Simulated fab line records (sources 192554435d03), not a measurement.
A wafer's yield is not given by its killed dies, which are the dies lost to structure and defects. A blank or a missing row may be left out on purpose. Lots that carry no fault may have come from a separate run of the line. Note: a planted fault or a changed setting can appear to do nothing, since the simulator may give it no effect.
Split-lot study || flow n5Finfet || 21 wafers read from 7 lots, route of 1938 steps

ON THE SPLIT
At N5_HKMG_FIN_COAT_41 (time 60 s, resist thk 300 nm), the setting spinRpm was moved away from the recipe's 1500 rpm on 8 of the 21 wafers read, by -9.9% to +10.1%. The other wafers ran this setting at the recipe's value.

Reading taken at the split's own step.

THE READING
SOC_of_HKMG_FIN_COAT_41.thkNm (the simulator's own value, which no gauge read), in nm, at N5_HKMG_FIN_COAT_41 (time 60 s, resist thk 300 nm). No usual value for it is given in the file. Here, 13 wafers ran the recipe; their average is 300.1 nm with a standard deviation of 0.53 nm.

{"wafer": "L083.1", "tool, chamber at the split": "lithoTrack-01, 0", "spinRpm as run, rpm": 1500, "against the recipe": "recipe", "SOC_of_HKMG_FIN_COAT_41.thkNm, nm": 300.8, "against lot-mates on the recipe": "-"}
{"wafer": "L083.2", "tool, chamber at the split": "lithoTrack-01, 0", "spinRpm as run, rpm": 1500, "against the recipe": "recipe", "SOC_of_HKMG_FIN_COAT_41.thkNm, nm": 300.6, "against lot-mates on the recipe": "-"}
{"wafer": "L083.6", "tool, chamber at the split": "lithoTrack-01, 0", "spinRpm as run, rpm": 1596, "against the recipe": "+6.4%", "SOC_of_HKMG_FIN_COAT_41.thkNm, nm": 292.6, "against lot-mates on the recipe": -8.1}
{"wafer": "L084.1", "tool, chamber at the split": "lithoTrack-03, 0", "spinRpm as run, rpm": 1442, "against the recipe": "-3.9%", "SOC_of_HKMG_FIN_COAT_41.thkNm, nm": 305.2, "against lot-mates on the recipe": "+5.4"}
{"wafer": "L084.5", "tool, chamber at the split": "lithoTrack-03, 0", "spinRpm as run, rpm": 1500, "against the recipe": "recipe", "SOC_of_HKMG_FIN_COAT_41.thkNm, nm": 300, "against lot-mates on the recipe": "-"}
{"wafer": "L084.6", "tool, chamber at the split": "lithoTrack-03, 0", "spinRpm as run, rpm": 1500, "against the recipe": "recipe", "SOC_of_HKMG_FIN_COAT_41.thkNm, nm": 299.6, "against lot-mates on the recipe": "-"}
{"wafer": "L085.1", "tool, chamber at the split": "lithoTrack-01, 0", "spinRpm as run, rpm": 1551, "against the recipe": "+3.4%", "SOC_of_HKMG_FIN_COAT_41.thkNm, nm": 294.2, "against lot-mates on the recipe": -5.8}
{"wafer": "L085.2", "tool, chamber at the split": "lithoTrack-01, 0", "spinRpm as run, rpm": 1500, "against the recipe": "recipe", "SOC_of_HKMG_FIN_COAT_41.thkNm, nm": 300, "against lot-mates on the recipe": "-"}
{"wafer": "L085.4", "tool, chamber at the split": "lithoTrack-01, 0", "spinRpm as run, rpm": 1551, "against the recipe": "+3.4%", "SOC_of_HKMG_FIN_COAT_41.thkNm, nm": 294.6, "against lot-mates on the recipe": -5.4}
{"wafer": "L089.3", "tool, chamber at the split": "lithoTrack-03, 0", "spinRpm as run, rpm": 1500, "against the recipe": "recipe", "SOC_of_HKMG_FIN_COAT_41.thkNm, nm": 300.4, "against lot-mates on the recipe": "-"}
{"wafer": "L089.4", "tool, chamber at the split": "lithoTrack-03, 0", "spinRpm as run, rpm": 1500, "against the recipe": "recipe", "SOC_of_HKMG_FIN_COAT_41.thkNm, nm": 300, "against lot-mates on the recipe": "-"}
{"wafer": "L089.6", "tool, chamber at the split": "lithoTrack-03, 0", "spinRpm as run, rpm": 1500, "against the recipe": "recipe", "SOC_of_HKMG_FIN_COAT_41.thkNm, nm": 300.6, "against lot-mates on the recipe": "-"}
{"wafer": "L090.2", "tool, chamber at the split": "lithoTrack-01, 0", "spinRpm as run, rpm": 1351, "against the recipe": "-9.9%", "SOC_of_HKMG_FIN_COAT_41.thkNm, nm": 316.2, "against lot-mates on the recipe": "+16.0"}
{"wafer": "L090.4", "tool, chamber at the split": "lithoTrack-01, 0", "spinRpm as run, rpm": 1500, "against the recipe": "recipe", "SOC_of_HKMG_FIN_COAT_41.thkNm, nm": 300, "against lot-mates on the recipe": "-"}
{"wafer": "L090.5", "tool, chamber at the split": "lithoTrack-01, 0", "spinRpm as run, rpm": 1500, "against the recipe": "recipe", "SOC_of_HKMG_FIN_COAT_41.thkNm, nm": 300.4, "against lot-mates on the recipe": "-"}
{"wafer": "L092.1", "tool, chamber at the split": "lithoTrack-03, 0", "spinRpm as run, rpm": 1652, "against the recipe": "+10.1%", "SOC_of_HKMG_FIN_COAT_41.thkNm, nm": 285.6, "against lot-mates on the recipe": -14.2}
{"wafer": "L092.3", "tool, chamber at the split": "lithoTrack-03, 0", "spinRpm as run, rpm": 1500, "against the recipe": "recipe", "SOC_of_HKMG_FIN_COAT_41.thkNm, nm": 300.2, "against lot-mates on the recipe": "-"}
{"wafer": "L092.5", "tool, chamber at the split": "lithoTrack-03, 0", "spinRpm as run, rpm": 1500, "against the recipe": "recipe", "SOC_of_HKMG_FIN_COAT_41.thkNm, nm": 299.4, "against lot-mates on the recipe": "-"}
{"wafer": "L095.2", "tool, chamber at the split": "lithoTrack-03, 0", "spinRpm as run, rpm": 1633, "against the recipe": "+8.9%", "SOC_of_HKMG_FIN_COAT_41.thkNm, nm": 286.6, "against lot-mates on the recipe": -12.2}
{"wafer": "L095.5", "tool, chamber at the split": "lithoTrack-03, 0", "spinRpm as run, rpm": 1500, "against the recipe": "recipe", "SOC_of_HKMG_FIN_COAT_41.thkNm, nm": 298.8, "against lot-mates on the recipe": "-"}
{"wafer": "L095.6", "tool, chamber at the split": "lithoTrack-03, 0", "spinRpm as run, rpm": 1633, "against the recipe": "+8.9%", "SOC_of_HKMG_FIN_COAT_41.thkNm, nm": 287, "against lot-mates on the recipe": -11.8}

THE FIT
A straight line over all 21 wafers: SOC_of_HKMG_FIN_COAT_41.thkNm changes by -1.49 nm for each +1% of spinRpm; r = -0.99; the points scatter about the line by 0.77 nm.
The same after taking each lot's own level away (the mean of its wafers on the recipe; 21 wafers): -1.44 nm for each +1%; r = -1.00; scatter 0.6 nm.
The reading moves by 15 nm for the largest change in spinRpm, on that fit.
The lots' own levels span 298.80 to 300.70 nm, that is 3.6 times the standard deviation above.
Consequently the slope shifts little with the lot-to-lot level, the two slopes agreeing.
Check: with one of the wafers moved furthest among these (+10.1%) left out of the fit, the line predicts -14.5 nm for it against its lot-mates. It came out at -14.2 nm against them.

THE FILE'S OWN FIT
SOC_of_HKMG_FIN_COAT_41.thkNm changes by -1.44 nm for each +1% of spinRpm, r = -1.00.
